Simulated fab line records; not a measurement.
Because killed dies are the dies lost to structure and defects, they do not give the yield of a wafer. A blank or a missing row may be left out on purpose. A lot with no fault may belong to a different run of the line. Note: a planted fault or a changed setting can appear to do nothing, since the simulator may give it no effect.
The tool behind it: which one? ; flow nand-harc ; 10 lots with 30 wafers sampled at 5 steps, on a route of 1302 steps

## WHAT EACH GAUGE READ, for each wafer
NHARC_A_STAIRCASE_INSPECT_155.
lot;measured;on;raw-defect-count
L076;day 20 02:26;defect-inspect-01;597 419 406
L078;day 20 19:09;defect-inspect-02;305 360 274
L081;day 22 06:17;defect-inspect-02;373 310 283
L082;day 22 06:23;defect-inspect-02;320 343 305
L084;day 24 00:25;defect-inspect-02;377 330 360
L086;day 24 11:03;defect-inspect-01;358 413 287
L090;day 25 19:56;defect-inspect-01;264 279 295
L091;day 26 02:22;defect-inspect-02;412 420 437
L095;day 27 21:38;defect-inspect-01;380 285 383
L097;day 28 01:44;defect-inspect-01;475 327 347

## WHAT TOOL EACH LOT RAN ON (gives the tool, then ch and the chambers of the sampled wafers, and finally the start)
lot;NHARC_A_STAIRCASE_ETCH_451;NHARC_A_STAIRCASE_HM_OPEN_463;NHARC_A_STAIRCASE_ETCH_453;NHARC_A_STAIRCASE_DEP_471
L076;rie-diel-05 ch 0,3, day 20 01:52 or earlier;rie-diel-07 ch 0,1, day 20 01:52 or earlier;rie-diel-07 ch 2,3, day 20 01:52 or earlier;pecvd-03 ch 0,1,2, day 20 01:52
L078;rie-diel-07 ch 0,1,3, day 18 17:04 or earlier;rie-diel-03 ch 1,2, day 18 17:04;rie-diel-03 ch 2,3, day 18 17:35;pecvd-02 ch 0,1,2, day 20 18:34
L081;rie-diel-07 ch 2,3, day 22 05:41 or earlier;rie-diel-03 ch 0,2,3, day 22 05:41 or earlier;rie-diel-03 ch 2,3, day 22 05:41 or earlier;pecvd-02 ch 1,2, day 22 05:41
L082;rie-diel-03 ch 2,3, day 22 05:47 or earlier;rie-diel-07 ch 1,2,3, day 22 05:47 or earlier;rie-diel-07 ch 1,2,3, day 22 05:47 or earlier;pecvd-04 ch 0,1, day 22 05:47
L084;rie-diel-03 ch 0,1,2, day 23 23:53 or earlier;rie-diel-07 ch 1,2,3, day 23 23:53 or earlier;rie-diel-07 ch 1,2,3, day 23 23:53 or earlier;pecvd-02 ch 0,1,2, day 23 23:53
L086;rie-diel-05 ch 0,2, day 24 10:25 or earlier;rie-diel-03 ch 0,1, day 24 10:25 or earlier;rie-diel-03 ch 0,2,3, day 24 10:25 or earlier;pecvd-04 ch 0,1,2, day 24 10:25
L090;rie-diel-07 ch 0,2, day 25 19:22 or earlier;rie-diel-03 ch 1,2,3, day 25 19:22 or earlier;rie-diel-03 ch 0,1,2, day 25 19:22 or earlier;pecvd-04 ch 0,1,2, day 25 19:22
L091;rie-diel-07 ch 0,2, day 26 01:45 or earlier;rie-diel-03 ch 1,3, day 26 01:45 or earlier;rie-diel-03 ch 1,2,3, day 26 01:45 or earlier;pecvd-04 ch 0,1,2, day 26 01:45
L095;rie-diel-07 ch 1,2,3, day 27 21:01 or earlier;rie-diel-07 ch 0,2,3, day 27 21:01 or earlier;rie-diel-07 ch 1,2, day 27 21:01 or earlier;pecvd-02 ch 0,2, day 27 21:01
L097;rie-diel-03 ch 1,2,3, day 28 01:07 or earlier;rie-diel-07 ch 0,2,3, day 28 01:07 or earlier;rie-diel-07 ch 0,2, day 28 01:07 or earlier;pecvd-03 ch 0,1,2, day 28 01:07
- NHARC_A_STAIRCASE_ETCH_451: etches the open film in CF4/O2, target depth 30 nm, overetch 3 nm, time 16.5 s.
- NHARC_A_STAIRCASE_HM_OPEN_463: chemistry O2/COS.
- NHARC_A_STAIRCASE_ETCH_453: etches the open film in CF4/O2, target depth 30 nm, overetch 3 nm, time 16.5 s.
- NHARC_A_STAIRCASE_DEP_471: deposits SiO2, target thk 100 nm.

## THE ANSWER, worked out from the rows above alone
Rule: the usual values come from the lots themselves. Put in order of their means at a reading, lots are off if they are a third of the lots or fewer, leave a main group of 4 or more, and stand apart from it by a gap of 3 or more times the standard deviation of the main group's means; of several such gaps the widest counts. A main group whose means are all the same, to the digits that the tables above print for the reading, isn't used. A lot without any number at a reading at which 4 lots or more have one is off too. Any other lot the step has rows for is counted as sound.
Across all readings shown, no lot is off: no conclusion can be drawn from this.

## WHAT WAS PUT IN BY THE SIMULATOR
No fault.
